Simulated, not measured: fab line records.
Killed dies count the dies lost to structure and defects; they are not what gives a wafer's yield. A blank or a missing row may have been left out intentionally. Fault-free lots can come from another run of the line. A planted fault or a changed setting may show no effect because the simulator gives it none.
Matching of chambers -- flow n5Finfet -- 4 sister chambers for N5_BEOL_M0_SAQP_STRIP_108 on rieDiel-04
The step strips in N2/H2. 22 wafers are shown with their chamber, then 11 later ones without.

WAFERS WITH THEIR CHAMBER
wafer,chamber,showerheadPlenumPTorr (Torr),oesProductAu (a.u.),rfVppV (V)
L074.4,2,3.34,0.71,122.8
L074.5,2,3.34,0.71,120.4
L074.6,3,3.25,0.79,120.2
L078.1,1,3.21,0.73,121.9
L078.2,3,3.24,0.78,121.5
L078.4,0,3.20,0.72,120.5
L081.2,2,3.33,0.71,122.1
L081.3,0,3.19,0.71,121.3
L081.5,2,3.33,0.70,122.2
L082.1,3,3.24,0.78,122.3
L082.4,1,3.21,0.72,122.0
L082.6,0,3.19,0.71,121.2
L084.1,3,3.24,0.78,121.6
L084.2,1,3.21,0.72,122.1
L084.4,2,3.33,0.71,121.2
L085.2,0,3.19,0.69,119.8
L085.5,1,3.21,0.72,120.3
L085.6,2,3.33,0.70,120.7
L089.4,0,3.19,0.69,119.2
L089.5,0,3.19,0.69,121.8
L089.6,1,3.20,0.71,121.2
L090.1,2,3.32,0.69,121.8

SIGNATURES, as means of the wafers listed above
reading,chamber 0,chamber 1,chamber 2,chamber 3,scatter within a chamber
showerheadPlenumPTorr,3.1917,3.2080,3.3314,3.2425,0.0054
oesProductAu,0.7017,0.7200,0.7043,0.7825,0.00922
rfVppV,120.633,121.500,121.600,121.400,0.882
Rule: distance of a wafer from a chamber = root of the sum over the readings of ((wafer's reading minus chamber's mean) / reading's scatter) squared. If the next closest chamber is less than 2 further off than the closest, the wafer can't be placed; otherwise it belongs to the closest. The scatter: take each reading less its chamber's mean, square it, sum over the shown wafers, divide by the number of wafers less the number of chambers, and take the root.

WAFERS WHOSE CHAMBER IS MISSING
wafer,showerheadPlenumPTorr (Torr),oesProductAu (a.u.),rfVppV (V)
L090.2,3.19,0.69,120.3
L090.3,3.20,0.70,121.4
L090.4,3.23,0.76,122.3
L090.5,3.32,0.70,121.6
L090.6,3.23,0.76,120.1
L091.1,3.23,0.76,122.6
L091.4,3.18,0.69,122.1
L091.5,3.18,0.70,121.5
L095.1,3.18,0.69,121.1
L095.5,3.32,0.69,121.9
L095.6,3.20,0.70,121.3

WHICH CHAMBER EACH ONE RAN IN
wafer,from the rows above,in truth
L090.2,0,0
L090.3,can't be placed: 0 or 1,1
L090.4,3,3
L090.5,2,2
L090.6,3,3
L091.1,3,3
L091.4,0,0
L091.5,0,0
L095.1,0,0
L095.5,2,2
L095.6,can't be placed: 0 or 1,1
9 of 11 placed correctly. Can't be placed from these rows: 2 (the true chamber is among the candidates in 2). Wrongly placed: 0.
